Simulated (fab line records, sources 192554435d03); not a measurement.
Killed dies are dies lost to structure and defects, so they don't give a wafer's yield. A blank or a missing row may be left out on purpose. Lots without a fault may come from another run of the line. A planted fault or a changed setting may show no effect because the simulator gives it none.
Which tool did it? | flow n5_finfet | 12 lots, 36 wafers sampled, at 5 steps of a route of 1938

WHAT THE GAUGES READ, wafer by wafer
The record holds no reading of a measuring or inspecting step that can be judged against a usual standard deviation.

WHICH TOOL RAN EACH LOT (tool, then ch and the chambers of the sampled wafers, then the start)
lot  | N5_BEOL_M4_ANNEAL_89         | N5_BEOL_M4_SPUTTER_94        | N5_BEOL_M4_ANNEAL_51             | N5_BEOL_M4_CMP_52             | N5_PASSIVATION_PROBE_49
L612 | pvd_sputter-02, day 8 01:06  | pvd_sputter-02, day 8 01:41  | rtp_anneal-01 ch 0, day 8 02:06  | cmp-02 ch 0,1,2, day 8 02:26  | prober-01, day 11 23:01
L615 | pvd_sputter-01, day 8 10:21  | pvd_sputter-01, day 8 10:56  | rtp_anneal-01 ch 0, day 8 11:26  | cmp-04 ch 0,1,3, day 8 11:41  | prober-02, day 12 22:31
L616 | pvd_sputter-03, day 8 14:04  | pvd_sputter-03, day 8 14:41  | rtp_anneal-02 ch 0, day 8 15:08  | cmp-01 ch 1,2,3, day 8 15:30  | prober-02, day 13 06:23
L617 | pvd_sputter-01, day 9 01:31  | pvd_sputter-01, day 9 02:06  | rtp_anneal-01 ch 0, day 9 02:31  | cmp-02 ch 2,3, day 9 02:49    | prober-02, day 13 13:02
L618 | pvd_sputter-03, day 9 02:39  | pvd_sputter-03, day 9 03:14  | rtp_anneal-01 ch 0, day 9 03:39  | cmp-04 ch 0,3, day 9 04:15    | prober-02, day 13 18:08
L619 | pvd_sputter-02, day 9 18:29  | pvd_sputter-02, day 9 19:04  | rtp_anneal-01 ch 0, day 9 19:37  | cmp-04 ch 0,1,3, day 9 19:51  | prober-01, day 14 06:04
L620 | pvd_sputter-01, day 9 23:54  | pvd_sputter-01, day 10 00:29 | rtp_anneal-01 ch 0, day 10 00:56 | cmp-01 ch 1,2,3, day 10 01:14 | prober-01, day 14 12:45
L621 | pvd_sputter-02, day 10 08:47 | pvd_sputter-02, day 10 09:22 | rtp_anneal-01 ch 0, day 10 09:47 | cmp-04 ch 0,2,3, day 10 10:11 | prober-01, day 14 19:34
L622 | pvd_sputter-01, day 10 15:24 | pvd_sputter-01, day 10 15:59 | rtp_anneal-01 ch 0, day 10 16:31 | cmp-04 ch 0,1,2, day 10 16:49 | prober-01, day 14 23:05
L624 | pvd_sputter-03, day 10 19:01 | pvd_sputter-03, day 10 19:36 | rtp_anneal-01 ch 0, day 10 20:04 | cmp-04 ch 1,3, day 10 20:19   | prober-01, day 14 20:36
L626 | pvd_sputter-01, day 11 16:05 | pvd_sputter-01, day 11 16:40 | rtp_anneal-02 ch 0, day 11 17:05 | cmp-02 ch 0,1,2, day 11 17:34 | prober-02, day 15 21:12
L631 | pvd_sputter-03, day 13 02:24 | pvd_sputter-03, day 13 02:59 | rtp_anneal-02 ch 0, day 13 03:29 | cmp-01 ch 1,2,3, day 13 03:42 | prober-01, day 17 18:35
- N5_BEOL_M4_ANNEAL_89: time 240 s.
- N5_BEOL_M4_SPUTTER_94: material Cu, target thk 4.5 nm, time 8.29 s.
- N5_BEOL_M4_ANNEAL_51: time 90 s.
- N5_BEOL_M4_CMP_52: polishes, stops on SiOC, t overpolish 6.8 s, target thk 40 nm.
- N5_PASSIVATION_PROBE_49

WHAT THE TOOLS THEMSELVES READ (means of the sampled wafers that have a number; where no wafer has one, the mark that the record gives instead)
N5_BEOL_M4_ANNEAL_89. Usual: heater_power_w 861 W, standard deviation 110.
lot  | tool           | heater_power_w (W) | flag
L612 | pvd_sputter-02 | 932                |
L615 | pvd_sputter-01 | 899                |
L616 | pvd_sputter-03 | 742                |
L617 | pvd_sputter-01 | 860                |
L618 | pvd_sputter-03 | 783                |
L619 | pvd_sputter-02 | 1027               |
L620 | pvd_sputter-01 | 907                |
L621 | pvd_sputter-02 | 928                |
L622 | pvd_sputter-01 | 850                |
L624 | pvd_sputter-03 | 806                |
L626 | pvd_sputter-01 | 928                |
L631 | pvd_sputter-03 | 797                |

N5_BEOL_M4_SPUTTER_94. Usual: throttle_valve_pct 30.1 %, standard deviation 0.45.
lot  | tool           | throttle_valve_pct (%) | flag
L612 | pvd_sputter-02 | 30.4                   |
L615 | pvd_sputter-01 | 30.2                   |
L616 | pvd_sputter-03 | 30.2                   |
L617 | pvd_sputter-01 | 30.0                   |
L618 | pvd_sputter-03 | 30.2                   |
L619 | pvd_sputter-02 | 30.3                   |
L620 | pvd_sputter-01 | 30.0                   |
L621 | pvd_sputter-02 | 30.1                   |
L622 | pvd_sputter-01 | 30.2                   |
L624 | pvd_sputter-03 | 29.9                   |
L626 | pvd_sputter-01 | 29.8                   |
L631 | pvd_sputter-03 | 30.1                   |

N5_BEOL_M4_ANNEAL_51. Usual: wafer_temp_C_max 226.2, standard deviation 0.76.
lot  | tool          | wafer_temp_C_max | flag
L612 | rtp_anneal-01 | 225.8            |
L615 | rtp_anneal-01 | 225.7            |
L616 | rtp_anneal-02 | 226.7            |
L617 | rtp_anneal-01 | 225.9            |
L618 | rtp_anneal-01 | 225.5            |
L619 | rtp_anneal-01 | 225.6            |
L620 | rtp_anneal-01 | 225.7            |
L621 | rtp_anneal-01 | 225.7            |
L622 | rtp_anneal-01 | 225.4            |
L624 | rtp_anneal-01 | 225.5            |
L626 | rtp_anneal-02 | 226.9            |
L631 | rtp_anneal-02 | 227.1            |

N5_BEOL_M4_CMP_52. Usual: barrier_field_endpoint_s 24.9 s, standard deviation 0.59; motor_current_A 6.1 A, standard deviation 0.55; overpolish_run_s 6.801 s, standard deviation 0.0092; time_to_endpoint_s 62.5 s, standard deviation 2.4.
lot  | tool   | barrier_field_endpoint_s (s) | motor_current_A (A) | overpolish_run_s (s) | time_to_endpoint_s (s) | flag
L612 | cmp-02 | 25.3                         | 6.4                 | 6.795                | 64.7                   |
L615 | cmp-04 | 25.3                         | 5.8                 | 6.806                | 63.6                   |
L616 | cmp-01 | 24.9                         | 5.9                 | 6.804                | 63.4                   |
L617 | cmp-02 | 25.3                         | 6.7                 | 6.805                | 62.6                   |
L618 | cmp-04 | 25.7                         | 6.0                 | 6.801                | 63.2                   |
L619 | cmp-04 | 25.2                         | 6.2                 | 6.800                | 65.0                   |
L620 | cmp-01 | 25.0                         | 6.0                 | 6.801                | 59.9                   |
L621 | cmp-04 | 25.1                         | 6.1                 | 6.796                | 64.0                   |
L622 | cmp-04 | 21.7                         | 6.2                 | 6.796                | 58.2                   | OFF
L624 | cmp-04 | 17.6                         | 6.2                 | 6.801                | 45.2                   | OFF
L626 | cmp-02 | 25.1                         | 6.4                 | 6.799                | 64.0                   |
L631 | cmp-01 | 24.0                         | 5.8                 | 6.798                | 58.5                   |

N5_PASSIVATION_PROBE_49. Usual: defect_limited_yield 91.3 %, standard deviation 1.3; killed_at_M0_to_M3 33, standard deviation 8.9; killed_at_M4_up 15, standard deviation 5.4; killed_at_contacts 13, standard deviation 5.8; killed_at_front_end 39, standard deviation 9.9; killed_at_other 3.2, standard deviation 2.9; killed_dies 102, standard deviation 15; killed_on_rim 13, standard deviation 3.7; killed_open 68, standard deviation 12; killed_short 34, standard deviation 7.6; sort_bin_5_function 5.1 %, standard deviation 0.89; sort_bin_6_memory 3.2 %, standard deviation 0.63; sort_bin_8_speed 0.00 %, standard deviation 0.007; sort_n_pass 1078, standard deviation 15; sort_yield_pct 91.3 %, standard deviation 1.3.
lot  | tool      | defect_limited_yield (%) | killed_at_M0_to_M3 | killed_at_M4_up | killed_at_contacts | killed_at_front_end | killed_at_other | killed_dies | killed_on_rim | killed_open | killed_short | sort_bin_5_function (%) | sort_bin_6_memory (%) | sort_bin_8_speed (%) | sort_n_pass | sort_yield_pct (%) | flag
L612 | prober-01 | 91.9                     | 32                 | 16              | 11                 | 32                  | 5.0             | 96          | 14            | 65          | 31           | 4.7                     | 3.1                   | 0.00                 | 1084        | 91.9               |
L615 | prober-02 | 92.1                     | 38                 | 15              | 8                  | 25                  | 7.7             | 94          | 12            | 62          | 30           | 4.6                     | 3.2                   | 0.00                 | 1086        | 92.1               |
L616 | prober-02 | 92.0                     | 30                 | 15              | 11                 | 39                  | 0.7             | 95          | 13            | 61          | 34           | 4.5                     | 3.1                   | 0.00                 | 1085        | 92.0               |
L617 | prober-02 | 92.0                     | 25                 | 15              | 11                 | 38                  | 5.7             | 94          | 10            | 67          | 28           | 4.7                     | 3.0                   | 0.00                 | 1086        | 92.0               |
L618 | prober-02 | 92.4                     | 24                 | 15              | 11                 | 36                  | 3.0             | 89          | 13            | 58          | 30           | 4.2                     | 3.1                   | 0.00                 | 1091        | 92.4               |
L619 | prober-01 | 91.0                     | 33                 | 11              | 15                 | 43                  | 4.0             | 106         | 12            | 68          | 38           | 4.8                     | 3.7                   | 0.00                 | 1074        | 91.0               |
L620 | prober-01 | 93.3                     | 26                 | 8               | 12                 | 31                  | 2.0             | 79          | 8             | 50          | 28           | 4.5                     | 2.1                   | 0.00                 | 1101        | 93.3               |
L621 | prober-01 | 90.7                     | 32                 | 18              | 10                 | 48                  | 2.7             | 110         | 14            | 74          | 36           | 5.4                     | 3.6                   | 0.00                 | 1070        | 90.7               |
L622 | prober-01 | 92.3                     | 25                 | 21              | 11                 | 28                  | 6.0             | 91          | 14            | 59          | 31           | 4.6                     | 2.8                   | 0.03                 | 1088        | 92.3               | OFF
L624 | prober-01 | 90.7                     | 45                 | 9               | 14                 | 38                  | 2.7             | 109         | 16            | 73          | 36           | 5.3                     | 3.6                   | 0.00                 | 1071        | 90.7               |
L626 | prober-02 | 91.1                     | 32                 | 21              | 11                 | 35                  | 7.7             | 106         | 14            | 67          | 38           | 4.7                     | 3.9                   | 0.00                 | 1074        | 91.1               |
L631 | prober-01 | 91.3                     | 28                 | 12              | 20                 | 40                  | 4.3             | 103         | 14            | 71          | 30           | 5.2                     | 3.1                   | 0.00                 | 1077        | 91.3               |

THE ANSWER, worked out from the rows above alone
Rule: a lot is off if the mean of its wafers that have a number lies more than 3 standard deviations from the usual mean. A lot without any number at a reading at which 4 lots or more have one is off too. The other lots that the step has rows for count as sound. The gauges are gone through in route order, then the tools' own readings, and for those a lot's mean is taken as printed above. The first step at which some lot is off is used, and at that step the reading that is off furthest; a lot without a number counts as furthest.
Off: L622, L624, at N5_BEOL_M4_CMP_52 (barrier_field_endpoint_s).
A tool fits if, at that step or a process step before it, it ran every lot that is off, and no sound lot after the first of them. Can't be told from this: 2 tools fit, rtp_anneal-01 at N5_BEOL_M4_ANNEAL_51, cmp-04 at N5_BEOL_M4_CMP_52.

WHAT THE SIMULATOR HAD PUT IN
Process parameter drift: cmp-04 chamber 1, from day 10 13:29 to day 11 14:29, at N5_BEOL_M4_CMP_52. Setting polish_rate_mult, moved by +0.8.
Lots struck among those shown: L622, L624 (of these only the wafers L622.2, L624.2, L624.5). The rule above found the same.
